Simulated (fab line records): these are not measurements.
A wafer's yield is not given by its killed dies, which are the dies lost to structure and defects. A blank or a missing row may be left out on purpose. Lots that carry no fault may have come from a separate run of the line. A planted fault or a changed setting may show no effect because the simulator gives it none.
Which tool was responsible? -- flow nand harc -- Sampling: 14 lots, 42 wafers, 5 of 1159 route steps

WHAT EACH GAUGE READ, for each wafer
NHARC_END_SORT_01.
lot,measured,on,killed at array,killed at other,killed at periphery,killed dies,killed open,killed short
L321,day 23 22:55,prober-01,30 26,0 2,6 4,36 32,5 2,1 5
L324,day 23 12:22,prober-01,17 18 26,1 0 0,5 7 0,23 25 26,8 3 3,2 2 1

WHAT TOOL EACH LOT RAN ON (gives the tool, then ch and the chambers of the sampled wafers, and finally the start)
lot,NHARC_A_STAIRCASE_ETCH_221,NHARC_A_STAIRCASE_ETCH_223,NHARC_A_STAIRCASE_STRIP_238,NHARC_A_STAIRCASE_HM_DEP_456
L311,"rie diel-06 ch 0,2,3, day 10 21:03 or earlier","rie diel-06 ch 0,2,3, day 10 21:03 or earlier","plasma asher-01 ch 0,1, day 10 21:03","acl dep-02 ch 0, day 10 23:52"
L312,"rie diel-06 ch 0,3, day 11 16:45 or earlier","rie diel-06 ch 0,1, day 11 16:45 or earlier","plasma asher-01 ch 0, day 11 16:45","acl dep-02 ch 0, day 11 20:04"
L316,"rie diel-13 ch 0,1,3, day 12 04:18 or earlier","rie diel-13 ch 0,2,3, day 12 04:18 or earlier","plasma asher-01 ch 0,1, day 12 04:18","acl dep-02 ch 0, day 12 06:45"
L314,"rie diel-06 ch 1,2, day 12 04:54 or earlier","rie diel-06 ch 0,2,3, day 12 04:54 or earlier","plasma asher-01 ch 0,1, day 12 04:54","acl dep-01 ch 0, day 12 07:53"
L315,"rie diel-07 ch 0,1, day 12 09:46 or earlier","rie diel-07 ch 0,2,3, day 12 09:46 or earlier","plasma asher-02 ch 0,1, day 12 09:46","acl dep-03 ch 0, day 12 12:43"
L317,"rie diel-07 ch 0,1,2, day 12 20:47 or earlier","rie diel-07 ch 0,1,3, day 12 20:47 or earlier","plasma asher-02 ch 0,1, day 12 20:47","acl dep-02 ch 0, day 13 00:50"
L319,"rie diel-06 ch 0,1,3, day 13 01:20 or earlier","rie diel-06 ch 0,1,3, day 13 01:20 or earlier","plasma asher-01 ch 0,1, day 13 01:20","acl dep-02 ch 0, day 13 04:40"
L318,"rie diel-13 ch 0,1,3, day 13 03:17 or earlier","rie diel-13 ch 0,1,3, day 13 03:17 or earlier","plasma asher-01 ch 0,1, day 13 03:17","acl dep-03 ch 0, day 13 08:02"
L320,"rie diel-06 ch 1,2,3, day 13 12:16 or earlier","rie diel-06 ch 0,1,2, day 13 12:16 or earlier","plasma asher-01 ch 0,1, day 13 12:16","acl dep-03 ch 0, day 13 20:37"
L321,"rie diel-07 ch 0,1,2, day 13 12:48 or earlier","rie diel-07 ch 1,2,3, day 13 12:48 or earlier","plasma asher-02 ch 1, day 13 12:48","acl dep-02 ch 0, day 13 20:55"
L324,"rie diel-06 ch 0,2,3, day 14 05:08 or earlier","rie diel-06 ch 0,1,3, day 14 05:08 or earlier","plasma asher-02 ch 0,1, day 14 05:08","acl dep-01 ch 0, day 14 07:37 and acl dep-02 ch 0, day 14 10:34"
L329,"rie diel-13 ch 0,2, day 15 11:01 or earlier","rie diel-13 ch 1,2, day 15 11:01 or earlier","plasma asher-02 ch 0,1, day 15 11:01","acl dep-03 ch 0, day 15 14:26"
L333,"rie diel-06 ch 0,3, day 16 17:40 or earlier","rie diel-06 ch 0,1,2, day 16 17:40 or earlier","plasma asher-01 ch 0,1, day 16 17:40","acl dep-02 ch 0, day 16 20:14"
L334,"rie diel-06 ch 0,1, day 16 22:00 or earlier","rie diel-06 ch 0,2,3, day 16 22:00 or earlier","plasma asher-01 ch 0,1, day 16 22:00","acl dep-02 ch 0, day 17 02:51"
- NHARC_A_STAIRCASE_ETCH_221: etches the open film in C4F8/O2, target depth 100 nm, time 40.5 s.
- NHARC_A_STAIRCASE_ETCH_223: etches the open film in C4F8/O2, target depth 100 nm, time 40.5 s.
- NHARC_A_STAIRCASE_STRIP_238: strips in O2.
- NHARC_A_STAIRCASE_HM_DEP_456: deposits aC, target thk 1500 nm.

AS READ BY THE TOOLS THEMSELVES (means over the sampled wafers that have a number; for cases with no such wafer, the mark the record gives instead)
NHARC_A_STAIRCASE_ETCH_221.
lot,tool,oes product au (a.u.),rf vpp V (V)
L311,rie diel-06,0.919,899
L312,rie diel-06,0.936,901
L316,rie diel-13,0.917,889
L314,rie diel-06,0.947,896
L315,rie diel-07,0.947,901
L317,rie diel-07,0.919,902
L319,rie diel-06,0.927,897
L318,rie diel-13,0.920,896
L320,rie diel-06,0.951,898
L321,rie diel-07,0.932,901
L324,rie diel-06,0.966,902
L329,rie diel-13,0.927,898
L333,rie diel-06,0.920,900
L334,rie diel-06,0.915,894

NHARC_A_STAIRCASE_ETCH_223.
lot,tool,oes product au (a.u.),rf vpp V (V)
L311,rie diel-06,0.931,902
L312,rie diel-06,0.935,895
L316,rie diel-13,0.931,891
L314,rie diel-06,0.944,902
L315,rie diel-07,0.945,902
L317,rie diel-07,0.945,900
L319,rie diel-06,0.942,898
L318,rie diel-13,0.919,897
L320,rie diel-06,0.953,898
L321,rie diel-07,0.938,901
L324,rie diel-06,0.943,898
L329,rie diel-13,0.932,895
L333,rie diel-06,0.932,897
L334,rie diel-06,0.944,900

NHARC_A_STAIRCASE_STRIP_238.
lot,tool,drypump motor current A (A),heater power w (W)
L311,plasma asher-01,5.9,371
L312,plasma asher-01,5.9,403
L316,plasma asher-01,6.0,379
L314,plasma asher-01,6.0,345
L315,plasma asher-02,5.4,358
L317,plasma asher-02,5.4,351
L319,plasma asher-01,6.1,341
L318,plasma asher-01,5.9,363
L320,plasma asher-01,6.0,336
L321,plasma asher-02,5.5,374
L324,plasma asher-02,5.4,343
L329,plasma asher-02,5.4,344
L333,plasma asher-01,6.0,362
L334,plasma asher-01,6.0,340

NHARC_A_STAIRCASE_HM_DEP_456.
lot,tool,throttle valve pct (%)
L311,acl dep-02,34.999
L312,acl dep-02,35.008
L316,acl dep-02,34.997
L314,acl dep-01,34.998
L315,acl dep-03,34.995
L317,acl dep-02,35.004
L319,acl dep-02,35.003
L318,acl dep-03,35.001
L320,acl dep-03,34.998
L321,acl dep-02,34.996
L324,acl dep-01/acl dep-02,34.998
L329,acl dep-03,35.000
L333,acl dep-02,35.002
L334,acl dep-02,34.988

THE ANSWER, worked out from the rows above alone
Rule: the usual values come from the lots themselves. The widest of any qualifying gaps counts: lots, ordered by their means at a reading, are off when they make up no more than a third of the lots, leave a main group of 4 or more, and stand apart from it by 3 or more times the standard deviation of that group's means. Not used: any main group whose means are identical at the precision the tables above print for the reading. Also off: a lot with no number at a reading for which 4 or more lots have one. The other lots that the step has rows for count as sound. First the gauges in route order, then the tools' own readings, where a lot's mean is used as printed above. At the first step where some lot is off, the reading lying furthest off is the one used; lots without a number count as furthest.
Across all readings shown, no lot is off: no conclusion can be drawn from this.

WHAT WAS PUT IN BY THE SIMULATOR
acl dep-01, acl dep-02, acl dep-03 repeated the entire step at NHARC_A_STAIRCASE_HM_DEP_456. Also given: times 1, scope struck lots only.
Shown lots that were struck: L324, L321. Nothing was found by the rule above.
